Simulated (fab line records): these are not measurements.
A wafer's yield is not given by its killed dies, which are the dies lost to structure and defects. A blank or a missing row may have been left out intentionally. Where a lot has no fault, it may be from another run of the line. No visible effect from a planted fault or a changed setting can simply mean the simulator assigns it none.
Struck lot and sound lot, side by side | flow n5 finfet | 15 out of 1938 route steps
Sound: wafers L174.1, L174.2, L174.4. Struck: wafers L183.2, L183.4, L183.6. The cause is given at the end.
Per side, at each step with rows, come the tool, then ch with its chambers, and then its first start. Under that, the readings that differ: sound wafers | struck wafers | difference of the means | sigmas: that difference in standard deviations of wafers without a fault.
alike: readings whose means differ by less than 2 such deviations, and words and numbers that are the same on both sides. not compared: withheld readings, readings that some wafer has no value for, bounds like >300 that may hide the same value, and numbers for which the record gives no deviation and whose values overlap.
A row with sigmas, a row that says differs or no value, or rows on one side alone: a step with any of these is where the two part. Numbers that have no deviation but don't overlap get no sigmas and don't part them. A reading that every wafer of one side lacks parts them only if that side has two wafers or more.

first, 7 steps without rows for these wafers: N5_BEOL_M9_COAT_75 (time 60 s, resist thk 5 nm); N5_BEOL_M9_COAT_22 (resist thk 30 nm); N5_BEOL_M9_EBR_24; N5_BEOL_M9_SOFTBAKE_23 (time 60 s); N5_BEOL_M9_EXPOSE_25 (exposes mask V8); N5_BEOL_M9_PEB_26 (peb time 60 s); N5_BEOL_M9_DEVELOP_27 (develop time 30 s).
N5_BEOL_M9_CD_MEAS_28: the cd target is 70 nm.
  sound on cd sem-01 ch 0, day 10 12:44; struck on cd sem-01 ch 0, day 12 11:11
  alike: cd nm
N5_BEOL_M9_OVL_MEAS_29:
  sound on overlay-01 ch 0, day 10 12:46; struck on overlay-01 ch 0, day 12 11:13
  alike: V8_OVL
N5_BEOL_M9_INSPECT_30: inspects for defects (brightfield).
  sound: defect inspect-02 at day 10 12:50; struck: defect inspect-01 at day 12 11:16
  alike: raw defect count
N5_BEOL_M9_DESCUM_33: chemistry O2, time 7 s.
  sound on rie diel-02 ch 1,3, day 10 13:00; struck on rie diel-05 ch 0,3, day 12 11:18
  alike: drypump motor current A, oes product au, rf vpp V, showerhead plenum p Torr, throttle valve pct
  not compared: rf hours counter h
N5_BEOL_M9_ETCH_76: etches underlayer in N2/H2, target depth 6.5 nm, time 5.2 s.
  sound on rie diel-02 ch 1,3, day 10 13:02; struck on rie diel-05 ch 0,3, day 12 11:20
  alike: drypump motor current A, etch rf on time s, h2 flow sccm, oes product au, rf vpp V, showerhead plenum p Torr, throttle valve pct
  not compared: rf hours counter h
N5_BEOL_M9_ETCH_65: etches SiARC in CF4, target depth 15.6 nm, time 26 s.
  sound on rie diel-02 ch 1,3, day 10 13:03; struck on rie diel-05 ch 0,3, day 12 11:21
  reading                | sound             | struck            | difference | sigmas
  cf4 flow sccm (sccm)   | 99.6 100.2 99.5   | 77.1 77.6 77.9    | -22.2      | -74
  throttle valve pct (%) | 15.27 15.70 15.26 | 14.24 14.52 14.54 | -0.98      | -4
  alike: drypump motor current A, etch rf on time s, oes product au, rf vpp V, showerhead plenum p Torr
  not compared: rf hours counter h
N5_BEOL_M9_ETCH_66: etches SOC in N2/H2, target depth 80 nm, overetch 16 nm, time 120 s.
  sound on rie diel-02 ch 1,3, day 10 13:05; struck on rie diel-05 ch 0,3, day 12 11:23
  alike: drypump motor current A, h2 flow sccm, oes product au, rf vpp V, showerhead plenum p Torr, throttle valve pct
  not compared: rf hours counter h
-- record jumps: 3 days separate the struck wafers' starts on either side; left off in module BEOL_M9, taken up again in module PASSIVATION, whose first shown step is the route's number 1936 --
N5_PASSIVATION_PROBE_49:
  record: rows for the struck wafers here (prober-01, day 15 01:59), none for the sound ones

== WHERE THEY PART ==
Earliest at N5_BEOL_M9_ETCH_65; latest, in this record, at N5_PASSIVATION_PROBE_49.

WHY: what had been put in by the simulator
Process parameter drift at N5_BEOL_M9_ETCH_65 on rie diel-05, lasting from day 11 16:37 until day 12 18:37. A move of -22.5 in setting cf4 flow sccm, from 100. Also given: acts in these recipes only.
